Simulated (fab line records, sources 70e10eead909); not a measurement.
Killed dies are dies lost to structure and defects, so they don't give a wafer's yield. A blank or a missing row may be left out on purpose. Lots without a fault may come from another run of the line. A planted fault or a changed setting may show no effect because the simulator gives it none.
Problem report in the 8D (eight disciplines) form, filled by code | flow nand_harc | the parts of the form that need people (team, actions taken, sign-off) are left out

1. THE PROBLEM
heater_power_total_W at NHARC_A_SLIT_SOFTBAKE_04 reads a mean of 218.99 W on 1 wafer of 1 lot; wafers without a fault read 188.44 W with a standard deviation of 0.13. That is +99 or more standard deviations from the usual mean.
The step: time 55 s.
First seen on wafer L379.3, day 26 03:00, on litho_track-06. The record holds 35 wafers of 12 lots with a number at this step. Rule for "out", or "out of limits": more than 4 standard deviations from the usual mean. The other wafers with a number count as sound.

2. WHAT IT IS AND WHAT IT IS NOT
question                    | is                   | is not
which readings at this step | heater_power_total_W | -
which lots                  | L379                 | L365, L366, L367, L368, L370, L371, L372, L373, L374, L382, L387
which wafers of those lots  | L379.3               | L379.2
read on which tools         | litho_track-06       | litho_track-01, litho_track-04
when                        | from day 26 03:00    | up to then (28 sound wafers); but 6 sound wafers of L382, L387 came after

3. SUSPECTS, AND WHAT RULES EACH OUT
Counting: a tool at a process step up to the reading stays a suspect if it ran every lot that is out. Sound lots after the first of them don't rule it out here, since some wafers of a struck lot are sound.
- rie_diel-02 at NHARC_A_SGD_CUT_ETCH_58 (etches the open film in CF4, target depth 39 nm, time 65 s): kept. It ran the lot that is out, L379 (day 25 15:22); its last sound lot up to then is L374 (day 23 11:55).
- litho_track-06 at NHARC_A_SLIT_SOFTBAKE_04 (time 55 s): kept. It ran the lot that is out, L379 (day 26 03:00); its last sound lot up to then is L370 (day 22 20:00). Its own readings are out on those wafers: heater_power_total_W.
- Within rie_diel-02 at NHARC_A_SGD_CUT_ETCH_58: the wafers that are out ran in chamber 0; their sound lot-mates ran in chamber 2.
Left after counting: rie_diel-02 at NHARC_A_SGD_CUT_ETCH_58, litho_track-06 at NHARC_A_SLIT_SOFTBAKE_04.

4. THE CAUSE (what the simulator had put in)
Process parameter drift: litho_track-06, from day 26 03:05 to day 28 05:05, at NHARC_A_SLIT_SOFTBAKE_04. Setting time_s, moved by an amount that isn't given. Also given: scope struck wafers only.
Counting left 2 suspects, and this tool is among them.

5. THE CHAIN OF EFFECTS, in route order
Each row: a reading whose mean over the struck wafers that have a number lies more than 3 standard deviations from the usual. Only readings for which the record gives a usual standard deviation are gone through. hours: the time from each lot's start at the first step in this table that gives one to its start at this step, as a median over the lots. sigmas: the change in usual standard deviations.
hours | step                     | reading              | usual    | on struck wafers | change | sigmas
0     | NHARC_A_SLIT_SOFTBAKE_04 | heater_power_total_W | 188.44 W | 218.99           | +30.55 | +99 or more
The process steps in it:
- NHARC_A_SLIT_SOFTBAKE_04: time 55 s.
Later measuring or inspecting steps at which every struck wafer that the step has a row for has a number for every such reading, and none has moved that far: NHARC_END_SORT_01.

6. WHAT WOULD HAVE CAUGHT IT SOONER
In this record the first reading out of limits was taken at day 26 03:00.
